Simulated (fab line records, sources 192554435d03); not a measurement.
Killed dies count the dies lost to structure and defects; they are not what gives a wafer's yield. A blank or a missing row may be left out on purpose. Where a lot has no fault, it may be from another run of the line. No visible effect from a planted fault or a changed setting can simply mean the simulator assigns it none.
Matching of chambers	flow n5_finfet	4 sister chambers for N5_MOL_CONTACT_COAG_ALD_27 on ald_sin-03
The step deposits SiOC, target thk 17 nm, pulse time 1.5 s, time 2720 s. 4 wafers are shown with their chamber, then 9 later ones without.

WAFERS PAIRED WITH THEIR CHAMBERS
wafer	chamber	heater_power_w (W)
L085.2	1	823
L086.4	0	774
L086.5	3	791
L086.6	2	886

WAFERS WITH NO CHAMBER GIVEN
wafer	heater_power_w (W)
L089.3	786
L089.4	807
L089.5	767
L090.2	916
L090.3	799
L090.4	782
L094.1	903
L094.2	791
L094.3	825

EACH ONE'S CHAMBER
wafer	from the rows above	in truth
L089.3	can't be placed: 3 or 0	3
L089.4	can't be placed: 1 or 3 or 0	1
L089.5	can't be placed: 0 or 3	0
L090.2	2	2
L090.3	can't be placed: 3 or 1 or 0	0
L090.4	can't be placed: 0 or 3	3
L094.1	2	2
L094.2	can't be placed: 3 or 0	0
L094.3	1	1
Correct placement for 3 of the 9. These rows do not allow placing 6 (true chamber among the candidates in 6). Placed wrongly: 0.
How it was worked out, from the rows above alone: a wafer's distance from a chamber is the root of the sum, over the readings, of the square of ((its reading less the chamber's mean) divided by the reading's scatter). If the next closest chamber is less than 2 further off than the closest, the wafer can't be placed; otherwise it belongs to the closest. The mean given for a chamber averages the wafers shown for that chamber. The scatter: root of mean squared gap, hidden wafer to nearest shown wafer, with one shown wafer a chamber.
